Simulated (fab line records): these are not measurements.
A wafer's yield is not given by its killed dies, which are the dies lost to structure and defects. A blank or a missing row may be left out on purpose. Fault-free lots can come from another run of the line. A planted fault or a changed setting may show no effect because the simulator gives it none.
What tool caused it? -- flow n5Finfet -- 24 lots with 72 wafers sampled at 5 steps, on a route of 1938 steps

## WHAT EACH GAUGE READ, for each wafer
N5_FIN_SAQP_OVL_MEAS_17.
lot,measured,on,FIN_CORE_OVL (nm)
L074,day 1 21:26,overlay-02,0.9 1.0 0.9
L075,day 2 04:56,overlay-02,1.5 0.8 0.6
L076,day 2 09:38,overlay-01,1.2 0.2 0.8
L077,day 2 16:11,overlay-01,0.2 -0.4 1.1
L078,day 2 21:51,overlay-02,-0.3 1.2 0.1
L079,day 3 03:39,overlay-01,0.2 1.3 -0.2
L080,day 3 10:30,overlay-01,0.0 0.0 -0.7
L081,day 3 15:37,overlay-01,-1.6 -1.1 -0.7
L082,day 3 21:46,overlay-01,0.3 -1.3 -0.4
L083,day 4 04:02,overlay-01,0.3 1.6 -0.2
L084,day 4 09:55,overlay-01,-1.1 0.0 -0.2
L085,day 4 15:18,overlay-01,0.5 0.7 0.0
L086,day 4 22:17,overlay-02,-0.4 -1.0 -0.7
L087,day 5 04:08,overlay-02,-0.4 -0.7 -0.8
L088,day 5 09:32,overlay-02,0.3 0.5 0.6
L089,day 5 15:20,overlay-01,1.6 0.7 0.8
L090,day 5 22:21,overlay-02,-1.3 0.6 -0.5
L091,day 6 04:07,overlay-01,1.4 1.2 1.5
L092,day 6 09:58,overlay-02,-0.4 -0.6 -0.3
L093,day 6 15:16,overlay-01,-0.2 0.0 1.1
L094,day 6 21:25,overlay-01,0.3 1.0 1.8
L095,day 7 03:25,overlay-02,-0.5 -0.3 -0.6
L096,day 7 09:19,overlay-02,-0.7 -0.7 0.0
L097,day 7 16:38,overlay-02,-0.2 -0.6 -0.9

N5_SD_EPI_N_OVL_MEAS_10.
lot,measured,on,SD_N_BLK_OVL (nm)
L074,day 3 01:01,overlay-02,0.7 1.1 0.3
L075,day 3 10:22,overlay-02,0.3 0.9 0.5
L076,day 3 14:05,overlay-01,0.1 -0.8 -0.2
L077,day 3 19:50,overlay-02,0.5 0.4 -0.5
L078,day 4 01:36,overlay-02,-0.6 0.0 -0.8
L079,day 4 09:07,overlay-02,0.9 -0.4 0.2
L080,day 4 12:33,overlay-01,1.4 1.3 0.0
L081,day 4 18:13,overlay-01,-0.6 0.1 -1.2
L082,day 5 01:43,overlay-01,1.0 0.6 0.3
L083,day 5 06:47,overlay-02,0.4 -0.6 0.0
L084,day 5 13:52,overlay-01,0.7 0.2 -1.1
L085,day 5 21:37,overlay-01,0.2 -0.4 0.2
L086,day 6 04:29,overlay-01,-0.1 0.0 -1.2
L087,day 6 06:47,overlay-02,0.0 0.5 0.7
L088,day 6 15:27,overlay-01,-0.2 -0.1 -0.8
L089,day 6 18:25,overlay-02,-0.9 -1.0 -0.5
L090,day 7 02:25,overlay-01,0.6 2.0 0.8
L091,day 7 08:08,overlay-01,0.6 0.2 0.8
L092,day 7 12:47,overlay-01,-0.7 1.0 0.7
L093,day 7 16:53,overlay-02,0.0 0.1 0.1
L094,day 8 00:22,overlay-02,0.5 -0.6 -0.8
L095,day 8 05:39,overlay-01,1.3 1.4 -0.4
L096,day 8 13:09,overlay-02,0.8 -0.4 0.5
L097,day 8 20:10,overlay-02,1.0 0.3 0.6

## WHAT TOOL EACH LOT RAN ON (gives the tool, then ch and the chambers of the sampled wafers, and finally the start)
lot,N5_PMOS_HMC_CHANNEL_EPI_CMP_21,N5_FIN_SAQP_FIN_ETCH_36,N5_DUMMY_GATE_DESCUM_20
L074,"cmp-03 ch 0,2, day 1 19:16","rieSi-04 ch 0,1,3, day 2 02:22","rieDiel-05 ch 1,3, day 2 22:50"
L075,"cmp-02 ch 0,1,2, day 2 02:34","rieSi-06 ch 0,1, day 2 10:29","rieDiel-05 ch 0,2,3, day 3 08:07"
L076,"cmp-02 ch 1,2,3, day 2 07:10","rieSi-04 ch 0,1,2, day 2 14:25","rieDiel-05 ch 0,2,3, day 3 11:55"
L077,"cmp-04 ch 1,3, day 2 13:53","rieSi-06 ch 0,3, day 2 20:36","rieDiel-05 ch 1,3, day 3 17:38"
L078,"cmp-04 ch 0,2, day 2 19:42","rieSi-04 ch 0,2, day 3 01:49","rieDiel-01 ch 1,2,3, day 3 23:19"
L079,"cmp-02 ch 0,1, day 3 01:32","rieSi-04 ch 0,3, day 3 08:10","rieDiel-01 ch 1,2,3, day 4 06:46"
L080,"cmp-03 ch 0,1,3, day 3 07:25","rieSi-02 ch 0,1,2, day 3 14:40","rieDiel-05 ch 0,2, day 4 10:22"
L081,"cmp-02 ch 0,3, day 3 13:19","rieSi-06 ch 0,1,3, day 3 20:39","rieDiel-05 ch 1,2,3, day 4 15:37"
L082,"cmp-03 ch 1,2,3, day 3 19:36","rieSi-02 ch 0,2,3, day 4 02:08","rieDiel-04 ch 0,1,3, day 4 22:21"
L083,"cmp-02 ch 0,2,3, day 4 01:56","rieSi-04 ch 1,2,3, day 4 08:05","rieDiel-04 ch 0,1,3, day 5 03:41"
L084,"cmp-03 ch 0,1, day 4 07:32","rieSi-02 ch 0,2, day 4 16:01","rieDiel-04 ch 0,2,3, day 5 11:23"
L085,"cmp-02 ch 0,1,2, day 4 13:02","rieSi-06 ch 2,3, day 4 21:43","rieDiel-04 ch 0,1, day 5 17:58"
L086,"cmp-02 ch 0,2,3, day 4 19:47","rieSi-06 ch 0,2,3, day 5 04:29","rieDiel-01 ch 0,1, day 6 02:15"
L087,"cmp-03 ch 1,3, day 5 01:59","rieSi-06 ch 0,1, day 5 08:50","rieDiel-01 ch 0,1, day 6 04:20"
L088,"cmp-03 ch 1,2, day 5 07:10","rieSi-02 ch 1,2,3, day 5 14:33","rieDiel-05 ch 0,3, day 6 13:16"
L089,"cmp-04 ch 2,3, day 5 13:13","rieSi-04 ch 0,2,3, day 5 19:31","rieDiel-04 ch 0,2, day 6 16:02"
L090,"cmp-03 ch 1,2, day 5 19:11","rieSi-04 ch 0,1,3, day 6 03:07","rieDiel-05 ch 1,2, day 7 00:02"
L091,"cmp-02 ch 0,1,2, day 6 01:47","rieSi-06 ch 0,1,3, day 6 08:40","rieDiel-04 ch 0,1,2, day 7 06:05"
L092,"cmp-03 ch 0,2,3, day 6 07:52","rieSi-04 ch 0,2, day 6 14:12","rieDiel-04 ch 0,2,3, day 7 09:59"
L093,"cmp-03 ch 0,3, day 6 13:13","rieSi-04 ch 0,2,3, day 6 19:20","rieDiel-04 ch 1,2, day 7 14:26"
L094,"cmp-03 ch 0,2,3, day 6 19:25","rieSi-02 ch 0,2,3, day 7 01:49","rieDiel-01 ch 2,3, day 7 21:51"
L095,"cmp-03 ch 1,2, day 7 01:16","rieSi-02 ch 2,3, day 7 07:41","rieDiel-04 ch 1,2,3, day 8 03:11"
L096,"cmp-02 ch 0,1,2, day 7 07:11","rieSi-06 ch 0,1,3, day 7 14:03","rieDiel-04 ch 0,3, day 8 10:58"
L097,"cmp-02 ch 0,1,3, day 7 14:26","rieSi-06 ch 1,2,3, day 7 20:53","rieDiel-05 ch 1,2,3, day 8 16:53"
- N5_PMOS_HMC_CHANNEL_EPI_CMP_21: polishes SiGe30, target thk 54 nm.
- N5_FIN_SAQP_FIN_ETCH_36: etches the open film in HBr/Cl2/O2, target depth 120 nm, time 50.4 s.
- N5_DUMMY_GATE_DESCUM_20: chemistry O2, time 6.2 s.

## AS READ BY THE TOOLS THEMSELVES (means over the sampled wafers that have a number; for cases with no such wafer, the mark the record gives instead)
N5_PMOS_HMC_CHANNEL_EPI_CMP_21.
lot,tool,motorCurrentA (A),padLifeWafers
L074,cmp-03,11.8,1195
L075,cmp-02,12.8,524
L076,cmp-02,13.0,560
L077,cmp-04,14.2,1
L078,cmp-04,13.9,55
L079,cmp-02,13.2,697
L080,cmp-03,12.8,1466
L081,cmp-02,11.3,800
L082,cmp-03,12.9,1556
L083,cmp-02,11.7,956
L084,cmp-03,14.6,1760
L085,cmp-02,12.8,1123
L086,cmp-02,11.3,1178
L087,cmp-03,14.5,1904
L088,cmp-03,14.2,1944
L089,cmp-04,13.4,482
L090,cmp-03,13.8,2028
L091,cmp-02,12.4,1418
L092,cmp-03,11.3,25
L093,cmp-03,11.9,72
L094,cmp-03,11.2,127
L095,cmp-03,14.2,162
L096,cmp-02,12.5,1634
L097,cmp-02,12.2,1688

N5_FIN_SAQP_FIN_ETCH_36.
lot,tool,O2_flow_sccm (sccm),drypumpMotorCurrentA (A),oesProductAu (a.u.),throttleValvePct (%)
L074,rieSi-04,11.99,5.6,1.021,35.5
L075,rieSi-06,12.01,6.0,0.979,35.7
L076,rieSi-04,11.98,5.4,1.000,35.7
L077,rieSi-06,11.95,6.2,0.982,36.1
L078,rieSi-04,12.02,5.5,1.003,35.8
L079,rieSi-04,11.99,5.4,1.025,35.3
L080,rieSi-02,12.00,6.1,1.017,36.0
L081,rieSi-06,12.00,6.0,0.991,36.0
L082,rieSi-02,12.02,5.9,1.017,36.1
L083,rieSi-04,12.00,5.9,1.002,35.8
L084,rieSi-02,12.00,6.1,1.014,36.0
L085,rieSi-06,11.99,6.1,0.994,36.1
L086,rieSi-06,11.98,6.1,0.991,35.9
L087,rieSi-06,12.01,6.0,0.969,35.7
L088,rieSi-02,11.97,5.9,1.025,36.1
L089,rieSi-04,12.01,5.6,1.003,35.6
L090,rieSi-04,11.98,5.6,1.021,35.5
L091,rieSi-06,12.00,5.9,0.990,36.0
L092,rieSi-04,11.98,5.2,1.012,35.5
L093,rieSi-04,11.98,5.6,1.006,35.6
L094,rieSi-02,12.02,5.9,1.010,36.1
L095,rieSi-02,11.99,5.8,1.018,36.2
L096,rieSi-06,11.99,5.9,0.991,36.0
L097,rieSi-06,12.06,5.9,1.006,36.2

N5_DUMMY_GATE_DESCUM_20.
lot,tool,drypumpMotorCurrentA (A),oesProductAu (a.u.),rfVppV (V),showerheadPlenumPTorr (Torr),throttleValvePct (%)
L074,rieDiel-05,6.0,0.81,242.5,2.05,20.67
L075,rieDiel-05,5.7,0.82,244.3,2.14,20.33
L076,rieDiel-05,5.7,0.82,244.8,2.14,20.33
L077,rieDiel-05,6.1,0.82,244.0,2.09,20.70
L078,rieDiel-01,5.3,0.83,243.5,2.11,20.40
L079,rieDiel-01,5.3,0.82,243.4,2.11,20.40
L080,rieDiel-05,5.5,0.81,244.4,2.17,20.13
L081,rieDiel-05,5.8,0.79,242.9,2.07,20.54
L082,rieDiel-04,5.8,0.74,244.8,2.14,20.40
L083,rieDiel-04,5.8,0.74,243.3,2.14,20.39
L084,rieDiel-04,6.1,0.72,243.3,2.10,20.47
L085,rieDiel-04,5.9,0.77,243.3,2.14,20.46
L086,rieDiel-01,6.3,0.88,245.7,2.19,20.25
L087,rieDiel-01,5.9,0.89,243.9,2.17,20.13
L088,rieDiel-05,6.1,0.81,244.6,2.14,20.54
L089,rieDiel-04,6.5,0.74,242.5,2.05,20.61
L090,rieDiel-05,5.6,0.74,241.8,2.03,20.54
L091,rieDiel-04,6.2,0.75,243.7,2.09,20.56
L092,rieDiel-04,6.1,0.72,242.8,2.09,20.49
L093,rieDiel-04,5.9,0.77,242.2,2.08,20.54
L094,rieDiel-01,5.3,0.91,243.2,2.08,20.46
L095,rieDiel-04,5.8,0.74,244.5,2.08,20.49
L096,rieDiel-04,5.8,0.68,244.6,2.13,20.37
L097,rieDiel-05,5.8,0.76,242.2,2.06,20.58

## THE ANSWER, worked out from the rows above alone
Rule: what is usual is taken from the lots themselves. Put in order of their means at a reading, lots are off if they are a third of the lots or fewer, leave a main group of 4 or more, and stand apart from it by a gap of 3 or more times the standard deviation of the main group's means; of several such gaps the widest counts. The tables above print the reading to a certain number of digits; a main group whose means all agree to those digits is not used. Also off: a lot with no number at a reading for which 4 or more lots have one. All remaining lots with rows at the step are treated as sound. After the gauges, taken in route order, come the tools' own readings; for these a lot's mean is taken, as printed above. At the first step where some lot is off, the reading lying furthest off is the one used; lots without a number count as furthest.
No lot is off on any of the readings shown, so nothing can be concluded from this.

## WHAT THE SIMULATOR PUT IN
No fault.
